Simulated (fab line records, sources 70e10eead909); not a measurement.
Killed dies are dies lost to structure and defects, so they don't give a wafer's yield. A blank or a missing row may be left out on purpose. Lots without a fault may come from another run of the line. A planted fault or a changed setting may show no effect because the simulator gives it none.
A struck lot beside a sound one | flow nand_harc | 15 steps out of a route of 1302
Sound: wafers L925.1, L925.2, L925.6. Struck: wafers L920.1, L920.2, L920.3. The cause comes at the end.
At each step with rows: each side's tool, then ch and its chambers, then its first start. Under that, the readings that differ: sound wafers | struck wafers | difference of the means | sigmas: that difference in standard deviations of wafers without a fault.
alike: readings whose means differ by less than 2 such deviations, and words and numbers that are the same on both sides. not compared: withheld readings, readings that some wafer has no value for, bounds like >300 that may hide the same value, and numbers for which the record gives no deviation and whose values overlap.
The two part at a step that has a row with sigmas, a row that says differs or no value, or rows on one side only. Numbers that don't overlap but have no deviation are shown without sigmas and don't part them. A reading that every wafer of one side lacks parts them only if that side has two wafers or more.

first, 7 steps without rows for these wafers: NHARC_A_SGD_CUT_COAT_57 (time 65 s); NHARC_A_SGD_CUT_COAT_03 (resist thk 90 nm); NHARC_A_SGD_CUT_SOFTBAKE_04 (time 55 s); NHARC_A_SGD_CUT_EBR_05; NHARC_A_SGD_CUT_EXPOSE_06 (exposes mask SGD); NHARC_A_SGD_CUT_PEB_07 (peb time 65 s); NHARC_A_SGD_CUT_DEVELOP_08 (develop time 35 s).
NHARC_A_SGD_CUT_CD_MEAS_09: target cd 100 nm.
  sound on cd_sem-02 ch 0, day 25 17:24; struck on cd_sem-03 ch 0, day 23 14:05
  alike: cd_nm
NHARC_A_SGD_CUT_OVL_MEAS_10:
  sound on overlay-01, day 25 17:29; struck on overlay-01, day 23 14:10
  alike: overlay_x_nm, overlay_y_nm
NHARC_A_SGD_CUT_INSPECT_11:
  sound on defect_inspect-02, day 25 17:31; struck on defect_inspect-01, day 23 14:13
  alike: raw_defect_count
NHARC_A_SGD_CUT_DESCUM_14: chemistry O2, time 3 s.
  sound on rie_diel-10 ch 0,1,3, day 25 17:35; struck on rie_diel-11 ch 0,1,2, day 23 14:16
  alike: drypump_motor_current_A, oes_product_au, rf_vpp_V, showerhead_plenum_p_Torr, throttle_valve_pct
  not compared: rf_hours_counter_h
NHARC_A_SGD_CUT_ETCH_58: etches the open film in CF4, target depth 39 nm, time 65 s.
  sound on rie_diel-10 ch 0,2,3, day 25 17:41; struck on rie_diel-11 ch 0,2,3, day 23 14:22
  alike: drypump_motor_current_A, oes_product_au, rf_vpp_V, run_length_s, showerhead_plenum_p_Torr, throttle_valve_pct
  not compared: rf_hours_counter_h
NHARC_A_SGD_CUT_ETCH_59: etches the open film in N2/H2, target depth 260 nm, time 406.25 s.
  sound on rie_diel-10 ch 0,1,3, day 25 17:49; struck on rie_diel-11 ch 0,1,3, day 23 14:27
  reading          | sound             | struck            | difference | sigmas
  run_length_s (s) | 427.5 426.8 427.6 | 350.2 349.9 350.3 | -77.2      | -99 or more
  alike: drypump_motor_current_A, oes_product_au, rf_vpp_V, showerhead_plenum_p_Torr, throttle_valve_pct
  not compared: rf_hours_counter_h
NHARC_A_SGD_CUT_ETCH_15: etches the open film in CH3F/O2, target depth 75 nm, time 64.3 s.
  sound on rie_diel-10 ch 0,1,3; struck on rie_diel-11 ch 0,2,3
  alike: drypump_motor_current_A, oes_product_au, rf_vpp_V, run_length_s, showerhead_plenum_p_Torr, throttle_valve_pct
  not compared: rf_hours_counter_h
-- the record jumps here: 5 days lie between the struck wafers' starts before and after (it left off in module A_SGD_CUT and takes up again in module END, whose first step shown is number 1302 of the route) --
NHARC_END_SORT_01:
  the record has rows for the struck wafers here (prober-01 ch 0, day 28 10:49) and none for the sound ones

WHERE THEY PART
First at NHARC_A_SGD_CUT_ETCH_59; last, within this record, at NHARC_END_SORT_01.

WHY: what the simulator had put in
Process parameter drift: rie_diel-11, from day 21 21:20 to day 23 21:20, at NHARC_A_SGD_CUT_ETCH_59. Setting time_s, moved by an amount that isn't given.
